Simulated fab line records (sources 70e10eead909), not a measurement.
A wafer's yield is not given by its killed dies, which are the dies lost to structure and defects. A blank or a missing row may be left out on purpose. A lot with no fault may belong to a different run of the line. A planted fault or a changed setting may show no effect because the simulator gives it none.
The tool behind it: which one? || flow nand harc || 12 lots, 36 wafers sampled, at 4 steps of a route of 1159

WHAT THE GAUGES READ, wafer by wafer
NHARC_P_BONDPAD_CD_MEAS_13.
{"lot": "L075", "measured": "day 6 14:13", "on": "cd sem-03", "cd nm (nm)": "501.9 501.8 503.0"}
{"lot": "L077", "measured": "day 7 02:49", "on": "cd sem-03", "cd nm (nm)": "498.0 496.8 503.3"}
{"lot": "L079", "measured": "day 7 20:25", "on": "cd sem-02", "cd nm (nm)": "499.9 499.3 507.0"}
{"lot": "L080", "measured": "day 8 00:27", "on": "cd sem-03", "cd nm (nm)": "505.8 504.7 497.6"}
{"lot": "L083", "measured": "day 8 21:41", "on": "cd sem-03", "cd nm (nm)": "499.7 496.9 499.7"}
{"lot": "L085", "measured": "day 9 00:18", "on": "cd sem-03", "cd nm (nm)": "500.9 503.1 500.2"}
{"lot": "L087", "measured": "day 9 16:58", "on": "cd sem-03", "cd nm (nm)": "501.9 501.4 498.7"}
{"lot": "L088", "measured": "day 10 04:22", "on": "cd sem-02", "cd nm (nm)": "500.7 497.2 504.1"}
{"lot": "L091", "measured": "day 10 15:03", "on": "cd sem-01", "cd nm (nm)": "499.6 500.8 500.5"}
{"lot": "L094", "measured": "day 11 13:49", "on": "cd sem-03", "cd nm (nm)": "500.0 500.5 499.7"}
{"lot": "L095", "measured": "day 11 17:50", "on": "cd sem-03", "cd nm (nm)": "500.1 502.7 500.9"}
{"lot": "L097", "measured": "day 12 07:04", "on": "cd sem-03", "cd nm (nm)": "497.1 500.4 500.0"}

TOOL THAT RAN EACH LOT (tool first, then ch and the chambers of the sampled wafers, then the start)
{"lot": "L075", "NHARC_P_GATE_ALD_36": "ald sin-02 ch 0,2,3, day 4 23:19", "NHARC_P_GATE_STRIP_76": "plasma asher-02 ch 0,1, day 5 10:50", "NHARC_P_M0_DESCUM_14": "rie diel-12 ch 0,1,3, day 6 01:07"}
{"lot": "L077", "NHARC_P_GATE_ALD_36": "ald sin-04 ch 0,2,3, day 5 12:20", "NHARC_P_GATE_STRIP_76": "plasma asher-01 ch 0,1, day 5 23:28", "NHARC_P_M0_DESCUM_14": "rie diel-09 ch 0,1, day 6 13:56"}
{"lot": "L079", "NHARC_P_GATE_ALD_36": "ald sin-04 ch 1,3, day 6 06:35", "NHARC_P_GATE_STRIP_76": "plasma asher-02 ch 0,1, day 6 20:26", "NHARC_P_M0_DESCUM_14": "rie diel-09 ch 0,2, day 7 06:50"}
{"lot": "L080", "NHARC_P_GATE_ALD_36": "ald sin-02 ch 0,3, day 6 12:09", "NHARC_P_GATE_STRIP_76": "plasma asher-01 ch 0,1, day 7 01:08", "NHARC_P_M0_DESCUM_14": "rie diel-09 ch 0,1,3, day 7 11:16"}
{"lot": "L083", "NHARC_P_GATE_ALD_36": "ald sin-03 ch 0,1, day 7 06:38", "NHARC_P_GATE_STRIP_76": "plasma asher-01 ch 0,1, day 7 21:46", "NHARC_P_M0_DESCUM_14": "rie diel-09 ch 0,2,3, day 8 08:28"}
{"lot": "L085", "NHARC_P_GATE_ALD_36": "ald sin-04 ch 0,1,2, day 7 11:37", "NHARC_P_GATE_STRIP_76": "plasma asher-02 ch 0,1, day 8 01:04", "NHARC_P_M0_DESCUM_14": "rie diel-12 ch 0,2,3, day 8 11:07"}
{"lot": "L087", "NHARC_P_GATE_ALD_36": "ald sin-03 ch 0,1,3, day 8 01:33", "NHARC_P_GATE_STRIP_76": "plasma asher-01 ch 0,1, day 8 13:39", "NHARC_P_M0_DESCUM_14": "rie diel-12 ch 0,1,3, day 9 03:31"}
{"lot": "L088", "NHARC_P_GATE_ALD_36": "ald sin-04 ch 1,2,3, day 8 10:32", "NHARC_P_GATE_STRIP_76": "plasma asher-01 ch 0,1, day 8 22:46", "NHARC_P_M0_DESCUM_14": "rie diel-09 ch 0,1,3, day 9 14:55"}
{"lot": "L091", "NHARC_P_GATE_ALD_36": "ald sin-04 ch 1,2, day 9 01:41", "NHARC_P_GATE_STRIP_76": "plasma asher-01 ch 0,1, day 9 14:35", "NHARC_P_M0_DESCUM_14": "rie diel-12 ch 0,1,2, day 10 02:03"}
{"lot": "L094", "NHARC_P_GATE_ALD_36": "ald sin-03 ch 1,2,3, day 9 21:55", "NHARC_P_GATE_STRIP_76": "plasma asher-02 ch 0, day 10 08:59", "NHARC_P_M0_DESCUM_14": "rie diel-09 ch 0,1, day 11 00:17"}
{"lot": "L095", "NHARC_P_GATE_ALD_36": "ald sin-03 ch 1,2,3, day 10 07:33", "NHARC_P_GATE_STRIP_76": "plasma asher-01 ch 0,1, day 10 18:41", "NHARC_P_M0_DESCUM_14": "rie diel-12 ch 1,2,3, day 11 04:38"}
{"lot": "L097", "NHARC_P_GATE_ALD_36": "ald sin-04 ch 1,3, day 10 18:02", "NHARC_P_GATE_STRIP_76": "plasma asher-02 ch 0,1, day 11 06:06", "NHARC_P_M0_DESCUM_14": "rie diel-01 ch 0,1,3, day 11 17:46"}
- NHARC_P_GATE_ALD_36: deposits SiNx, target thk 20 nm, pulse time 60 s, ald cycles 223.
- NHARC_P_GATE_STRIP_76: strips in O2.
- NHARC_P_M0_DESCUM_14: chemistry O2, time 3 s.

THE ANSWER, worked out from the rows above alone
Rule: usual is defined by the lots themselves. Put in order of their means at a reading, lots are off if they are a third of the lots or fewer, leave a main group of 4 or more, and stand apart from it by a gap of 3 or more times the standard deviation of the main group's means; of several such gaps the widest counts. Not used: any main group whose means are identical at the precision the tables above print for the reading. Also off: a lot with no number at a reading for which 4 or more lots have one. All remaining lots with rows at the step are treated as sound.
Across all readings shown, no lot is off: no conclusion can be drawn from this.

WHAT HAD BEEN PUT IN BY THE SIMULATOR
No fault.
